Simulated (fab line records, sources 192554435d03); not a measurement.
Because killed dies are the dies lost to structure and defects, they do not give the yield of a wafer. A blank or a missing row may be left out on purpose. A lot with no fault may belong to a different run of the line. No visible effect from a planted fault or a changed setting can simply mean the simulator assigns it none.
Comparing a struck lot with a sound one -- flow n5_finfet -- 37 out of 1938 route steps
Sound: wafers L867.1, L867.4, L867.6. Wafers struck: L860.2, L860.3, L860.4. The cause comes at the end.
At each step with rows: each side's tool, then ch and its chambers, then its first start. Under that, the readings that differ: sound wafers -- struck wafers -- difference of the means -- sigmas: that difference in standard deviations of wafers without a fault.
alike: same words and numbers on both sides, and readings whose means sit less than 2 such deviations apart. not compared: any withheld reading, any reading some wafer has no value for, any bound like >300 that may hide the same value, and any number with overlapping values for which the record gives no deviation.
A row with sigmas, a row that says differs or no value, or rows on one side alone: a step with any of these is where the two part. Non-overlapping numbers with no deviation appear without sigmas and do not part them. Lack of a reading on every wafer of one side parts them only where that side has two or more wafers.

first, 9 steps without rows for these wafers: N5_BEOL_M4_ANNEAL_95 (time 240 s); N5_BEOL_M4_SPUTTER_96 (material Cu, target thk 4.5 nm, time 8.29 s); N5_BEOL_M4_ECD_50 (material Cu, target thk 300 nm); N5_BEOL_M4_ANNEAL_51 (time 90 s); N5_BEOL_M4_CMP_52 (polishes, stops on SiOC, t overpolish 6.8 s, target thk 40 nm); N5_BEOL_M4_PRE_CLEAN_60 (time 15 s); N5_BEOL_M4_CO_CAP_55 (material Co, precursor CCTBA/H2, target thk 2 nm, time 102.1 s); N5_BEOL_M4_PRE_CLEAN_56 (time 15 s); N5_BEOL_M4_DEP_57 (deposits SiCN from 3MS/NH3, target thk 8 nm, time 14 s).
N5_BEOL_M4_RC_MEAS_101:
  sound on prober-02 ch 0, day 13 07:02; struck on prober-01 ch 0, day 11 15:42
  alike: DIBL_N, DIBL_P, IOFF_N, IOFF_P, ION_N, ION_P, SS_N, SS_P, VT_N, VT_P
then, 24 steps without rows for these wafers: N5_BEOL_M5_ILD_DEP_00 (deposits SiCOH lowk from DEMS/porogen, target thk 140.64 nm, time 25.9 s); N5_BEOL_M5_CURE_79 (cures SiCOH lowk, time 240 s); N5_BEOL_M5_PECVD_70 (deposits SiO2 from TEOS/O2, target thk 16 nm, time 18 s); N5_BEOL_M5_HM_DEP_02 (deposits TiN, target thk 20 nm); N5_BEOL_M5_COAT_59 (time 60 s, resist thk 60 nm); N5_BEOL_M5_COAT_60 (time 60 s, resist thk 12 nm); N5_BEOL_M5_COAT_71 (time 60 s, resist thk 5 nm); N5_BEOL_M5_COAT_05 (resist thk 30 nm); N5_BEOL_M5_EBR_07; N5_BEOL_M5_SOFTBAKE_06 (time 60 s); N5_BEOL_M5_EXPOSE_08 (exposes mask M5, target cd 28 nm); N5_BEOL_M5_PEB_09 (peb time 60 s); N5_BEOL_M5_DEVELOP_10 (develop time 30 s); N5_BEOL_M5_DESCUM_16 (chemistry O2, time 7 s); N5_BEOL_M5_ETCH_72 (etches underlayer in N2/H2, target depth 6.5 nm, time 5.2 s); N5_BEOL_M5_ETCH_61 (etches SiARC in CF4, target depth 15.6 nm, time 26 s); N5_BEOL_M5_ETCH_62 (etches SOC in N2/H2, target depth 75 nm, overetch 15 nm, time 112.5 s); N5_BEOL_M5_STRIP_63 (strips in N2/H2); N5_BEOL_M5_STRIP_73 (strips in N2/H2); N5_BEOL_M5_STRIP_64 (strips in CF4); N5_BEOL_M5_HM_OPEN_17 (chemistry Cl2/BCl3, target TiN, target depth 20 nm, overetch 6 nm); N5_BEOL_M5_STRIP_19 (strips in O2); N5_BEOL_M5_COAT_65 (time 60 s, resist thk 60 nm); N5_BEOL_M5_COAT_66 (time 60 s, resist thk 12 nm).
-- the record jumps here: 2 days lie between the struck wafers' starts before and after (it left off in module BEOL_M5 and takes up again in module BEOL_M9, whose first step shown is number 1462 of the route) --
N5_BEOL_M9_ECD_50: material Cu, target thk 318 nm.
  sound on ecd_cu-01 ch 0,1, day 15 03:30; struck on ecd_cu-01 ch 0,1, day 13 18:54
N5_BEOL_M9_CMP_52: polishes, stops on SiCOH lowk, t overpolish 7 s, target thk 140 nm.
  sound on cmp-04 ch 0,1, day 15 04:09; struck on cmp-02 ch 1,2,3, day 13 19:20
reading,sound,struck,difference,sigmas
time_to_endpoint_s (s),67 75 72,0 0 2,-71,-21
  alike: edge_zone_pressure_frac, motor_current_A
  not compared: pad_life_wafers
-- a jump in the record: the struck wafers' starts before and after are 2 days apart (it breaks off in module BEOL_M9 and resumes in module PASSIVATION, where the first step shown is number 1936 of the route) --
N5_PASSIVATION_PROBE_49:
  sound: prober-02 at day 17 12:11; struck: prober-02 at day 16 06:37
reading,sound,struck,difference,sigmas
defect_limited_yield (%),90.8 91.4 92.0,0 0 0,-91,-61
killed_at_M4_up,6 6 5,1101 1095 1093,+1091,+99 or more
killed_dies,109 101 94,1180 1180 1180,+1079,+60
killed_on_rim,17 14 15,152 152 152,+137,+29
sort_bin_5_function (%),4.9 5.8 4.9,96.9 97.1 96.7,+91.7,+94
sort_n_pass,1071 1079 1086,0 0 0,-1079,-60
sort_yield_pct (%),90.8 91.4 92.0,0 0 0,-91,-61
  alike: killed_at_M0_to_M3, killed_at_contacts, killed_at_front_end, killed_at_other, killed_open, killed_short, sort_bin_6_memory

WHERE THEY PART
First at N5_BEOL_M9_CMP_52; last, within this record, at N5_PASSIVATION_PROBE_49.

WHY: whatever the simulator had introduced
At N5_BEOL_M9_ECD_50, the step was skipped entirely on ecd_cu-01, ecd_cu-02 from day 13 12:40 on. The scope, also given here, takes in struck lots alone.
